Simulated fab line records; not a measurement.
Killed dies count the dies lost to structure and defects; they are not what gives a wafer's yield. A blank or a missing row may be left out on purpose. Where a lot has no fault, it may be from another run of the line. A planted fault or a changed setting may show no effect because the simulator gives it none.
Matching of chambers | flow n5Finfet | N5_BEOL_M10_ETCH_66 on rieDiel-02: 4 sister chambers
The step etches SOC in N2/H2, target depth 120 nm, overetch 24 nm, time 180 s. 4 wafers are shown with their chamber, then 8 later ones without.

WAFERS PAIRED WITH THEIR CHAMBERS
wafer  | chamber | showerheadPlenumPTorr (Torr)
L077.6 | 0       | 2.62
L080.3 | 2       | 2.51
L080.6 | 1       | 2.55
L081.3 | 3       | 2.62

WAFERS WHOSE CHAMBER IS MISSING
wafer  | showerheadPlenumPTorr (Torr)
L081.5 | 2.62
L081.6 | 2.55
L089.3 | 2.61
L089.4 | 2.62
L089.5 | 2.54
L092.2 | 2.50
L092.5 | 2.61
L092.6 | 2.50

WHICH CHAMBER EACH WENT THROUGH
wafer  | from the rows above     | in truth
L081.5 | can't be placed: 0 or 3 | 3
L081.6 | 1                       | 1
L089.3 | can't be placed: 0 or 3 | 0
L089.4 | can't be placed: 0 or 3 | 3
L089.5 | 1                       | 1
L092.2 | 2                       | 2
L092.5 | can't be placed: 0 or 3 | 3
L092.6 | 2                       | 2
Placed correctly: 4 of 8. Cannot be placed on the basis of these rows: 4; the candidates contain the true chamber in 4. 0 placed wrongly.
How it was worked out, from the rows above alone: a wafer's distance from a chamber is the root of the sum, over the readings, of the square of ((its reading less the chamber's mean) divided by the reading's scatter). If the next closest chamber is less than 2 further off than the closest, the wafer can't be placed; otherwise it belongs to the closest. For every chamber, the mean is computed from those of its wafers that are shown. The scatter (one wafer shown for each chamber): square how far every hidden wafer sits from the nearest shown wafer, average those squares and take the square root.
